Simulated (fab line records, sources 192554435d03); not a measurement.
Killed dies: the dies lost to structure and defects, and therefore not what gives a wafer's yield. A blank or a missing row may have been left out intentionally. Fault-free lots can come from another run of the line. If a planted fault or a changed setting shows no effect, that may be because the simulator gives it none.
Split-lot trial :: flow n5-finfet :: 21 wafers read from 7 lots, route of 1938 steps

ABOUT THE SPLIT
At N5_BEOL_M2_TRENCH_ETCH_37 (etches SiOC in C4F6/O2, target depth 55.555 nm, time 29.2 s), the setting bias-w was moved away from the recipe's 185 W on 6 of the 21 wafers read, by -13.2% to +16.8%. This setting was run at the recipe's value on the other wafers.

The reading comes from the split's own step.

THE READING
rf-vpp-V, in V, at N5_BEOL_M2_TRENCH_ETCH_37 (etches SiOC in C4F6/O2, target depth 55.555 nm, time 29.2 s). A value of 659 V with a standard deviation of 11 V is what fault-free wafers of this fab line usually give.

wafer: L074.2
tool, chamber at the split: rie-diel-06, 0
bias-w as run, W: 185
against the recipe: recipe
rf-vpp-V, V: 629
against lot-mates on the recipe: -

wafer: L074.4
tool, chamber at the split: rie-diel-06, 1
bias-w as run, W: 185
against the recipe: recipe
rf-vpp-V, V: 679
against lot-mates on the recipe: -

wafer: L074.6
tool, chamber at the split: rie-diel-06, 0
bias-w as run, W: 185
against the recipe: recipe
rf-vpp-V, V: 629
against lot-mates on the recipe: -

wafer: L075.2
tool, chamber at the split: rie-diel-06, 3
bias-w as run, W: 185
against the recipe: recipe
rf-vpp-V, V: 657
against lot-mates on the recipe: -

wafer: L075.4
tool, chamber at the split: rie-diel-06, 1
bias-w as run, W: 185
against the recipe: recipe
rf-vpp-V, V: 678
against lot-mates on the recipe: -

wafer: L075.6
tool, chamber at the split: rie-diel-06, 3
bias-w as run, W: 216
against the recipe: +16.8%
rf-vpp-V, V: 744
against lot-mates on the recipe: +76

wafer: L082.3
tool, chamber at the split: rie-diel-01, 1
bias-w as run, W: 185
against the recipe: recipe
rf-vpp-V, V: 657
against lot-mates on the recipe: -

wafer: L082.4
tool, chamber at the split: rie-diel-01, 0
bias-w as run, W: 209
against the recipe: +13.0%
rf-vpp-V, V: 717
against lot-mates on the recipe: +60

wafer: L082.6
tool, chamber at the split: rie-diel-01, 3
bias-w as run, W: 185
against the recipe: recipe
rf-vpp-V, V: 658
against lot-mates on the recipe: -

wafer: L084.3
tool, chamber at the split: rie-diel-02, 2
bias-w as run, W: 185
against the recipe: recipe
rf-vpp-V, V: 669
against lot-mates on the recipe: -

wafer: L084.4
tool, chamber at the split: rie-diel-02, 1
bias-w as run, W: 185
against the recipe: recipe
rf-vpp-V, V: 662
against lot-mates on the recipe: -

wafer: L084.6
tool, chamber at the split: rie-diel-02, 0
bias-w as run, W: 185
against the recipe: recipe
rf-vpp-V, V: 647
against lot-mates on the recipe: -

wafer: L086.1
tool, chamber at the split: rie-diel-01, 3
bias-w as run, W: 185
against the recipe: recipe
rf-vpp-V, V: 658
against lot-mates on the recipe: -

wafer: L086.2
tool, chamber at the split: rie-diel-01, 0
bias-w as run, W: 185
against the recipe: recipe
rf-vpp-V, V: 652
against lot-mates on the recipe: -

wafer: L086.6
tool, chamber at the split: rie-diel-01, 1
bias-w as run, W: 185
against the recipe: recipe
rf-vpp-V, V: 656
against lot-mates on the recipe: -

wafer: L095.1
tool, chamber at the split: rie-diel-02, 2
bias-w as run, W: 160.5
against the recipe: -13.2%
rf-vpp-V, V: 596
against lot-mates on the recipe: -73

wafer: L095.4
tool, chamber at the split: rie-diel-02, 0
bias-w as run, W: 160.5
against the recipe: -13.2%
rf-vpp-V, V: 575
against lot-mates on the recipe: -94

wafer: L095.6
tool, chamber at the split: rie-diel-02, 2
bias-w as run, W: 185
against the recipe: recipe
rf-vpp-V, V: 669
against lot-mates on the recipe: -

wafer: L093.1
tool, chamber at the split: rie-diel-06, 0
bias-w as run, W: 203
against the recipe: +9.7%
rf-vpp-V, V: 690
against lot-mates on the recipe: +10

wafer: L093.2
tool, chamber at the split: rie-diel-06, 1
bias-w as run, W: 185
against the recipe: recipe
rf-vpp-V, V: 680
against lot-mates on the recipe: -

wafer: L093.4
tool, chamber at the split: rie-diel-06, 2
bias-w as run, W: 203
against the recipe: +9.7%
rf-vpp-V, V: 713
against lot-mates on the recipe: +33

THE FIT
A straight line over all 21 wafers: rf-vpp-V changes by +5.05 V for each +1% of bias-w; r = +0.93; the points scatter about the line by 15 V.
The same after taking each lot's own level away (the mean of its wafers on the recipe; 21 wafers): +4.84 V for each +1%; r = +0.92; scatter 15 V.
According to that fit, moving bias-w by its largest amount changes the reading by 81 V.
Across the lots, their own levels run from 645.7 to 680.0 V, a range of 3.1 times the standard deviation given above.
Hence the lot-to-lot level has little effect on the slope; both slopes agree.
Check: for one of the wafers moved furthest among these (+16.8%), held out of the fit, the line's prediction against its lot-mates is +76.5 V. It came out at +76.5 V against them.
Tool readings at the split's step, against how far the setting was moved: rf-vpp-V r = +0.93.

OTHER SPLITS APPLIED TO THESE WAFERS
These wafers also went through other splits before the reading. Each is held against what the fit with the lots' levels taken away leaves over:
other split on the same wafers: N5_MOL_CONTACT_COAG_COAT_34 spin-rpm
wafers away from the commonest value: 6
r with rf-vpp-V (lot level and that fit taken away): -0.26

other split on the same wafers: N5_MOL_CONTACT_COAG_VIA_ETCH_117 bias-w
wafers away from the commonest value: 8
r with rf-vpp-V (lot level and that fit taken away): +0.04

other split on the same wafers: N5_MOL_CONTACT_COAG_CVD_140 target-thk-a
wafers away from the commonest value: 7
r with rf-vpp-V (lot level and that fit taken away): +0.29

other split on the same wafers: N5_BEOL_M0_TRENCH_ETCH_107 target-depth-a
wafers away from the commonest value: 5
r with rf-vpp-V (lot level and that fit taken away): -0.20

other split on the same wafers: N5_BEOL_M0_ETCH_109 bias-w
wafers away from the commonest value: 4
r with rf-vpp-V (lot level and that fit taken away): +0.02

other split on the same wafers: N5_BEOL_M0_DEP_125 time-s
wafers away from the commonest value: 7
r with rf-vpp-V (lot level and that fit taken away): -0.18

other split on the same wafers: N5_BEOL_M1_COAT_05 spin-rpm
wafers away from the commonest value: 6
r with rf-vpp-V (lot level and that fit taken away): +0.05

other split on the same wafers: N5_BEOL_M2_ILD_DEP_00 time-s
wafers away from the commonest value: 7
r with rf-vpp-V (lot level and that fit taken away): -0.52

other split on the same wafers: N5_BEOL_M2_ETCH_69 bias-w
wafers away from the commonest value: 6
r with rf-vpp-V (lot level and that fit taken away): -0.24

THE FILE'S OWN FIT
rf-vpp-V changes by +4.68 V for each +1% of bias-w, r = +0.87.
